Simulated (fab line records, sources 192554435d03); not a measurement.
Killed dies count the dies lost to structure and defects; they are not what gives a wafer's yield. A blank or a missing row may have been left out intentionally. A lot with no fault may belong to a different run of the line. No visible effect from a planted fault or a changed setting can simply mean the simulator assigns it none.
What tool caused it? -- flow n5_finfet -- at 1 step of a route of 1938, 15 lots with 45 wafers sampled

## WHAT THE GAUGES SHOWED, per wafer
N5_BEOL_M15_INSPECT_55: inspects for defects (darkfield). Usual: raw_defect_count reads 72 (standard deviation 24).
lot,measured,on,raw_defect_count,flag
L582,day 12 03:46,defect_inspect-02,54 63 67,
L583,day 12 07:01,defect_inspect-02,87 53 89,
L584,day 12 07:16,defect_inspect-01,139 111 96,
L585,day 12 07:51,defect_inspect-01,75 58 62,
L586,day 12 08:23,defect_inspect-02,90 73 94,
L587,day 12 20:28,defect_inspect-02,42 70 67,
L588,day 13 06:44,defect_inspect-01,59 57 67,
L591,day 13 18:25,defect_inspect-02,50 79 75,
L589,day 13 19:57,defect_inspect-02,61 53 51,
L597,day 16 00:59,defect_inspect-02,96 79 68,
L600,day 16 09:04,defect_inspect-01,75 101 111,
L601,day 17 01:41,defect_inspect-02,110 63 52,
L603,day 17 07:16,defect_inspect-01,43 36 92,
L605,day 17 11:03,defect_inspect-01,93 61 54,
L604,day 17 21:05,defect_inspect-01,50 51 70,

## WHAT TOOL EACH LOT RAN ON (gives the tool, then ch and the chambers of the sampled wafers, and finally the start)
Before these readings, the record contains no process step.

## WHAT THE TOOLS THEMSELVES READ (means of the sampled wafers that have a number; where no wafer has one, the mark that the record gives instead)
The record holds no such reading with a usual standard deviation.

## THE ANSWER, worked out from the rows above alone
Rule: lot off if the mean of its wafers having a number is beyond 3 standard deviations from the usual mean. Also off: a lot with no number at a reading for which 4 or more lots have one. Any other lot the step has rows for is counted as sound. After the gauges, taken in route order, come the tools' own readings; for these a lot's mean is taken, as printed above. At the first step where some lot is off, the reading lying furthest off is the one used; lots without a number count as furthest.
No lot is off on any of the readings shown, so nothing can be concluded from this.

## WHAT HAD BEEN PUT IN BY THE SIMULATOR
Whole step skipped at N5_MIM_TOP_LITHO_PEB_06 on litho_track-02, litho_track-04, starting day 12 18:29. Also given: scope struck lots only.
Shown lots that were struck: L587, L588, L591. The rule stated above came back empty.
